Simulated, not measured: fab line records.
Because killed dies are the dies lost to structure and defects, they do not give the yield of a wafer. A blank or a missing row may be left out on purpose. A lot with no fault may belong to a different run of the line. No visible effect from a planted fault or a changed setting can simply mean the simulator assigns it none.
Matching of chambers :: flow nand-harc :: NHARC_A_STAIRCASE_ETCHBACK_157 on rie-diel-03 has 4 sister chambers
The step etches the open film in CH3F/O2, target depth 90 nm, time 167.14 s. 14 wafers are shown with their chamber, then 7 later ones without.

== WAFERS PAIRED WITH THEIR CHAMBERS ==
wafer: L076.3
chamber: 2
showerhead-plenum-p-Torr (Torr): 2.34
rf-vpp-V (V): 241.8
o2-flow-sccm (sccm): 30.02

wafer: L076.4
chamber: 0
showerhead-plenum-p-Torr (Torr): 2.39
rf-vpp-V (V): 243.2
o2-flow-sccm (sccm): 30.00

wafer: L076.5
chamber: 3
showerhead-plenum-p-Torr (Torr): 2.58
rf-vpp-V (V): 245.8
o2-flow-sccm (sccm): 29.82

wafer: L079.2
chamber: 2
showerhead-plenum-p-Torr (Torr): 2.34
rf-vpp-V (V): 240.8
o2-flow-sccm (sccm): 30.02

wafer: L079.3
chamber: 0
showerhead-plenum-p-Torr (Torr): 2.39
rf-vpp-V (V): 244.3
o2-flow-sccm (sccm): 29.91

wafer: L079.4
chamber: 3
showerhead-plenum-p-Torr (Torr): 2.58
rf-vpp-V (V): 245.5
o2-flow-sccm (sccm): 30.05

wafer: L084.2
chamber: 1
showerhead-plenum-p-Torr (Torr): 2.65
rf-vpp-V (V): 246.8
o2-flow-sccm (sccm): 30.22

wafer: L084.5
chamber: 3
showerhead-plenum-p-Torr (Torr): 2.57
rf-vpp-V (V): 245.7
o2-flow-sccm (sccm): 29.84

wafer: L084.6
chamber: 0
showerhead-plenum-p-Torr (Torr): 2.38
rf-vpp-V (V): 243.5
o2-flow-sccm (sccm): 30.01

wafer: L085.2
chamber: 0
showerhead-plenum-p-Torr (Torr): 2.38
rf-vpp-V (V): 244.4
o2-flow-sccm (sccm): 30.12

wafer: L085.3
chamber: 1
showerhead-plenum-p-Torr (Torr): 2.65
rf-vpp-V (V): 247.6
o2-flow-sccm (sccm): 30.05

wafer: L085.5
chamber: 0
showerhead-plenum-p-Torr (Torr): 2.38
rf-vpp-V (V): 242.8
o2-flow-sccm (sccm): 30.08

wafer: L091.4
chamber: 2
showerhead-plenum-p-Torr (Torr): 2.32
rf-vpp-V (V): 242.1
o2-flow-sccm (sccm): 30.09

wafer: L091.5
chamber: 0
showerhead-plenum-p-Torr (Torr): 2.37
rf-vpp-V (V): 243.9
o2-flow-sccm (sccm): 29.98

SIGNATURES, as means of the wafers listed above
reading: showerhead-plenum-p-Torr
chamber 0: 2.3817
chamber 1: 2.6500
chamber 2: 2.3333
chamber 3: 2.5767
scatter within a chamber: 0.00785

reading: rf-vpp-V
chamber 0: 243.683
chamber 1: 247.200
chamber 2: 241.567
chamber 3: 245.667
scatter within a chamber: 0.573

reading: o2-flow-sccm
chamber 0: 30.0167
chamber 1: 30.1350
chamber 2: 30.0433
chamber 3: 29.9033
scatter within a chamber: 0.0883
Rule: for a wafer and a chamber, the distance is found by dividing, reading by reading, the gap between the wafer's reading and the chamber's mean by the reading's scatter, squaring, summing and taking the root. If the next closest chamber is less than 2 further off than the closest, the wafer can't be placed; otherwise it belongs to the closest. The scatter: the root of (the sum of the squares of (reading less its chamber's mean) over the shown wafers, divided by (wafers less chambers)).

== WAFERS WITH NO CHAMBER GIVEN ==
wafer: L091.6
showerhead-plenum-p-Torr (Torr): 2.56
rf-vpp-V (V): 247.1
o2-flow-sccm (sccm): 29.91

wafer: L094.2
showerhead-plenum-p-Torr (Torr): 2.56
rf-vpp-V (V): 245.2
o2-flow-sccm (sccm): 29.94

wafer: L094.3
showerhead-plenum-p-Torr (Torr): 2.64
rf-vpp-V (V): 247.1
o2-flow-sccm (sccm): 30.08

wafer: L094.5
showerhead-plenum-p-Torr (Torr): 2.64
rf-vpp-V (V): 246.8
o2-flow-sccm (sccm): 30.14

wafer: L095.1
showerhead-plenum-p-Torr (Torr): 2.63
rf-vpp-V (V): 246.3
o2-flow-sccm (sccm): 29.98

wafer: L095.4
showerhead-plenum-p-Torr (Torr): 2.31
rf-vpp-V (V): 242.4
o2-flow-sccm (sccm): 29.96

wafer: L095.6
showerhead-plenum-p-Torr (Torr): 2.37
rf-vpp-V (V): 243.7
o2-flow-sccm (sccm): 29.97

== THE CHAMBER EACH PASSED THROUGH ==
wafer: L091.6
from the rows above: 3
in truth: 3

wafer: L094.2
from the rows above: 3
in truth: 3

wafer: L094.3
from the rows above: 1
in truth: 1

wafer: L094.5
from the rows above: 1
in truth: 1

wafer: L095.1
from the rows above: 1
in truth: 1

wafer: L095.4
from the rows above: 2
in truth: 2

wafer: L095.6
from the rows above: 0
in truth: 0
7 of 7 placed correctly. Number that these rows cannot place: 0. Number placed wrongly: 0.
